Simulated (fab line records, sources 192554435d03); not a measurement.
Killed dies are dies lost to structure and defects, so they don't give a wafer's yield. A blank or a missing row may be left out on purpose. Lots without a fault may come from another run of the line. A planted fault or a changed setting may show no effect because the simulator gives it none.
A struck lot beside a sound one | flow n5_finfet | 41 steps out of a route of 1938
Sound: wafers L323.1, L323.3, L323.5. Struck: wafer L310.4. (L310.3, L310.5 of the same lot were not struck and are left out.) The cause comes at the end.
At each step with rows: each side's tool, then ch and its chambers, then its first start. Under that, the readings that differ: sound wafers | struck wafers | difference of the means | sigmas: that difference in standard deviations of wafers without a fault.
alike: readings whose means differ by less than 2 such deviations, and words and numbers that are the same on both sides. not compared: withheld readings, readings that some wafer has no value for, bounds like >300 that may hide the same value, and numbers for which the record gives no deviation and whose values overlap.
The two part at a step that has a row with sigmas, a row that says differs or no value, or rows on one side only. Numbers that don't overlap but have no deviation are shown without sigmas and don't part them. A reading that every wafer of one side lacks parts them only if that side has two wafers or more.

first, 9 steps without rows for these wafers: N5_BEOL_M0_SAQP_PEB_12 (peb time 60 s); N5_BEOL_M0_SAQP_DEVELOP_13 (develop time 30 s); N5_BEOL_M0_SAQP_DESCUM_19 (chemistry O2, time 7.9 s); N5_BEOL_M0_SAQP_ETCH_83 (etches SiARC in CF4, target depth 39 nm, time 65 s); N5_BEOL_M0_SAQP_ETCH_84 (etches SOC in N2/H2, target depth 100 nm, overetch 20 nm, time 150 s); N5_BEOL_M0_SAQP_STRIP_80 (strips in N2/H2); N5_BEOL_M0_SAQP_HM_OPEN_112 (chemistry CHF3/O2, target SiO2, stops on a-Si, target depth 12 nm, time 13.5 s); N5_BEOL_M0_SAQP_STRIP_113 (strips in CHF3/O2); N5_BEOL_M0_SAQP_MANDREL_ETCH_20 (etches a-Si in HBr/Cl2, stops on SiNx, target depth 60 nm, bt time 10 s, time 30 s).
N5_BEOL_M0_SAQP_STRIP_86: strips in N2/H2.
  sound on rie_diel-04 ch 1,2,3, day 9 22:27; struck on rie_diel-02 ch 0, day 6 12:00
  reading                         | sound          | struck | difference | sigmas
  showerhead_plenum_p_Torr (Torr) | 3.18 3.35 3.32 | 3.49   | +0.21      | +2
  alike: drypump_motor_current_A, oes_product_au, rf_vpp_V, throttle_valve_pct
  not compared: rf_hours_counter_h
then, 27 steps without rows for these wafers: N5_BEOL_M0_SAQP_STRIP_115 (strips in post etch residue remover, time 60 s); N5_BEOL_M0_SAQP_SRD_93 (time 30 s); N5_BEOL_M0_SAQP_RECESS_114 (chemistry HF/NH3, target SiO2, target depth 14.4 nm, afs cycles 3, sublimation time 60 s); N5_BEOL_M0_SAQP_SPACER1_ALD_98 (deposits SiO2, target thk 12.8 nm, pulse time 1 s, purge time 2 s); N5_BEOL_M0_SAQP_SPACER1_ETCHBACK_99 (etches SiO2 in CHF3/O2, target depth 15.4 nm, time 7.7 s); N5_BEOL_M0_SAQP_MANDREL1_REMOVE_100 (chemistry HBr/Cl2/O2, target a-Si, stops on SiNx, bt time 10 s); N5_BEOL_M0_SAQP_ETCH_101 (etches SiNx in CH3F/O2, target depth 29.9 nm, time 42.7 s); N5_BEOL_M0_SAQP_ETCH_102 (etches SiO2 in CF4, target depth 4 nm, time 4.4 s); N5_BEOL_M0_SAQP_MANDREL_ETCH_103 (etches a-Si in HBr/Cl2, stops on SiCN, target depth 45 nm, bt time 10 s, time 27 s); N5_BEOL_M0_SAQP_RECESS_104 (chemistry HF/NH3, target SiO2, target depth 18 nm, afs cycles 3, sublimation time 60 s); N5_BEOL_M0_SAQP_COAT_105 (time 60 s, resist thk 100 nm); N5_BEOL_M0_SAQP_ETCH_106 (etches SOC in N2/H2, stops on SiNx, target depth 150 nm); N5_BEOL_M0_SAQP_ETCH_107 (etches SiNx in CH3F/O2, target depth 30 nm); N5_BEOL_M0_SAQP_STRIP_108 (strips in N2/H2); N5_BEOL_M0_SAQP_RECESS_109 (chemistry HF/NH3, target SiO2, target depth 3 nm, afs cycles 1, sublimation time 60 s); N5_BEOL_M0_SAQP_SPACER2_ALD_26 (deposits SiO2, target thk 15 nm, pulse time 1 s, purge time 2 s); N5_BEOL_M0_SAQP_SPACER2_ETCHBACK_27 (etches SiO2 in CHF3/O2, target depth 22.5 nm, time 11.25 s); N5_BEOL_M0_SAQP_MANDREL2_REMOVE_110 (chemistry HBr/Cl2/O2, target a-Si, stops on SiCN, bt time 10 s); N5_BEOL_M0_SAQP_COAT_69 (time 60 s, resist thk 90 nm); N5_BEOL_M0_SAQP_COAT_72 (time 60 s, resist thk 15 nm); N5_BEOL_M0_SAQP_COAT_87 (time 60 s, resist thk 5 nm); N5_BEOL_M0_SAQP_COAT_34 (resist thk 30 nm); N5_BEOL_M0_SAQP_EBR_36; N5_BEOL_M0_SAQP_SOFTBAKE_35 (time 60 s); N5_BEOL_M0_SAQP_EXPOSE_37 (exposes mask M0 CUT1, target cd 30 nm); N5_BEOL_M0_SAQP_PEB_38 (peb time 60 s); N5_BEOL_M0_SAQP_DEVELOP_39 (develop time 30 s).
N5_BEOL_M0_SAQP_INSPECT_42: inspects for defects (brightfield).
  sound on defect_inspect-01, day 10 03:25; struck on defect_inspect-02, day 6 15:57
  reading          | sound       | struck | difference | sigmas
  raw_defect_count | 340 253 238 | 1443   | +1166      | +14
N5_BEOL_M0_CUTY_INSPECT_59: inspects for defects (macro).
  sound on defect_inspect-01, day 10 05:05; struck on defect_inspect-02, day 6 17:23
  reading          | sound | struck | difference | sigmas
  raw_defect_count | 4 2 0 | >300   | differs    |
-- the record jumps here: 3 days lie between the struck wafers' starts before and after (it left off in module BEOL_M0_CUTY and takes up again in module BEOL_M4, whose first step shown is number 1111 of the route) --
N5_BEOL_M4_RC_MEAS_101:
  sound on prober-02 ch 0, day 15 04:56; struck on prober-01 ch 0, day 10 01:11
  reading       | sound       | struck | difference | sigmas
  ION_N (uA/um) | 687 675 671 | 655    | -23        | -2
  ION_P (uA/um) | 469 460 462 | 448    | -16        | -2
  alike: DIBL_N, DIBL_P, IOFF_N, IOFF_P, SS_N, SS_P, VT_N, VT_P
-- the record jumps here: 5 days lie between the struck wafers' starts before and after (it left off in module BEOL_M4 and takes up again in module PASSIVATION, whose first step shown is number 1936 of the route) --
N5_PASSIVATION_PROBE_49:
  the record has rows for the struck wafers here (prober-01, day 14 21:11) and none for the sound ones

WHERE THEY PART
First at N5_BEOL_M0_SAQP_STRIP_86; last, within this record, at N5_PASSIVATION_PROBE_49.

WHY: what the simulator had put in
Chamber particle source: rie_diel-02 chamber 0, from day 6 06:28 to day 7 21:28, at N5_BEOL_M0_SAQP_STRIP_86. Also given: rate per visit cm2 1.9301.
